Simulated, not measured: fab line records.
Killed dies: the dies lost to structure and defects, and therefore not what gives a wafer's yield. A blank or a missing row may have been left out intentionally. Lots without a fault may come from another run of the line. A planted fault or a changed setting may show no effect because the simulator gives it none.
Split-lot study -- flow n5_finfet -- on a route of 1938 steps: 7 lots, 39 wafers read

SPLIT DETAILS
At N5_BEOL_M5_VIA_ETCH_34 (etches SiCOH lowk in C4F6/O2, target depth 88.3 nm, time 39.2 s), the setting target_depth_a was moved away from the recipe's 883 angstrom on 12 of the 39 wafers read, by -16.8% to +51.0%. For the rest of the wafers, this setting stayed at what the recipe calls for.

Reading taken at the split's own step.

THE READING
SOC_of_BEOL_M5_COAT_65.thk_nm (the simulator's own value, which no gauge read), in nm, at N5_BEOL_M5_VIA_ETCH_34 (etches SiCOH lowk in C4F6/O2, target depth 88.3 nm, time 39.2 s). The file does not state a usual value for it. Here, 27 wafers ran the recipe; their average is 55.9 nm with a standard deviation of 0.25 nm.

wafer,"tool, chamber at the split","target_depth_a as run, angstrom",against the recipe,"SOC_of_BEOL_M5_COAT_65.thk_nm, nm",against lot-mates on the recipe
L075.1,"rie_diel-06, 2",883,recipe,55.8,-
L075.2,"rie_diel-06, 1",734.6,-16.8%,56.4,+0.6
L075.3,"rie_diel-06, 0",883,recipe,55.8,-
L075.4,"rie_diel-06, 3",734.6,-16.8%,56.4,+0.6
L075.5,"rie_diel-06, 0",883,recipe,55.8,-
L075.6,"rie_diel-06, 1",734.6,-16.8%,56.4,+0.6
L078.1,"rie_diel-02, 3",883,recipe,56.2,-
L078.2,"rie_diel-02, 0",1333,+51.0%,53.2,-2.9
L078.3,"rie_diel-02, 2",1333,+51.0%,53.4,-2.7
L078.4,"rie_diel-02, 1",883,recipe,55.8,-
L078.5,"rie_diel-02, 3",883,recipe,56.2,-
L078.6,"rie_diel-02, 0",1333,+51.0%,53.6,-2.5
L084.3,"rie_diel-04, 1",883,recipe,56.2,-
L084.4,"rie_diel-04, 2",883,recipe,56.2,-
L084.5,"rie_diel-04, 0",883,recipe,56.4,-
L085.1,"rie_diel-04, 2",1323,+49.8%,53.4,-2.2
L085.2,"rie_diel-04, 1",883,recipe,55.6,-
L085.3,"rie_diel-04, 0",1323,+49.8%,53.8,-1.8
L085.4,"rie_diel-04, 0",883,recipe,55.6,-
L085.5,"rie_diel-04, 1",1323,+49.8%,53.6,-2.0
L085.6,"rie_diel-04, 2",883,recipe,55.6,-
L086.1,"rie_diel-02, 2",883,recipe,55.6,-
L086.2,"rie_diel-02, 0",1322,+49.7%,53.4,-2.5
L086.3,"rie_diel-02, 1",883,recipe,56,-
L086.4,"rie_diel-02, 3",1322,+49.7%,54.6,-1.3
L086.5,"rie_diel-02, 2",1322,+49.7%,53.4,-2.5
L086.6,"rie_diel-02, 3",883,recipe,56.2,-
L087.1,"rie_diel-06, 0",883,recipe,55.8,-
L087.2,"rie_diel-06, 1",883,recipe,55.4,-
L087.3,"rie_diel-06, 3",883,recipe,55.8,-
L087.4,"rie_diel-06, 2",883,recipe,56,-
L087.5,"rie_diel-06, 1",883,recipe,55.6,-
L087.6,"rie_diel-06, 2",883,recipe,55.8,-
L090.1,"rie_diel-04, 3",883,recipe,56,-
L090.2,"rie_diel-04, 0",883,recipe,56.2,-
L090.3,"rie_diel-04, 1",883,recipe,56.2,-
L090.4,"rie_diel-04, 2",883,recipe,56,-
L090.5,"rie_diel-04, 2",883,recipe,56,-
L090.6,"rie_diel-04, 3",883,recipe,55.8,-

THE FIT
A straight line over all 39 wafers: SOC_of_BEOL_M5_COAT_65.thk_nm changes by -0.0449 nm for each +1% of target_depth_a; r = -0.96; the points scatter about the line by 0.29 nm.
The same after taking each lot's own level away (the mean of its wafers on the recipe; 39 wafers): -0.0446 nm for each +1%; r = -0.97; scatter 0.26 nm.
According to that fit, moving target_depth_a by its largest amount changes the reading by 2.3 nm.
Across the lots, their own levels run from 55.60 to 56.27 nm, a range of 2.7 times the standard deviation given above.
So the lot-to-lot level changes the slope little: the two slopes agree.
Check: with one of the wafers moved furthest among these (+51.0%) left out of the fit, the line predicts -2.22 nm for it against its lot-mates. It came out at -2.87 nm against them.

OTHER SPLITS ON THESE WAFERS
Note: prior to the reading, these wafers also went through further splits. Each is held against what the fit with the lots' levels taken away leaves over:
other split on the same wafers,wafers away from the commonest value,r with SOC_of_BEOL_M5_COAT_65.thk_nm (lot level and that fit taken away)
N5_PMOS_HMC_CHANNEL_EPI_ETCH_38 target_depth_a,12,-0.22
N5_SD_EPI_N_EPI_21 epi_growth_time_s,15,+0.28
N5_MOL_CONTACT_COAG_PRECLEAN_111 time_s,18,+0.18
N5_BEOL_M3_ETCH_41 target_depth_a,18,+0.02

THE WHOLE CHAIN: every reading that the file lists as answering this split, in the file's order
step,what it does,reading,change (the file's fit),r (the file's)
N5_BEOL_M5_VIA_ETCH_34,"etches SiCOH lowk in C4F6/O2, target depth 88.3 nm, time 39.2 s","etch.depth_nm (the simulator's own value, which no gauge read)",+0.944 nm for each +1% of the setting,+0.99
N5_BEOL_M5_VIA_ETCH_34,"etches SiCOH lowk in C4F6/O2, target depth 88.3 nm, time 39.2 s","SOC_of_BEOL_M5_COAT_65.thk_nm (the simulator's own value, which no gauge read)",-0.0449 nm for each +1% of the setting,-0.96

FILE'S OWN FIT
SOC_of_BEOL_M5_COAT_65.thk_nm changes by -0.0449 nm for each +1% of target_depth_a, r = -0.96.
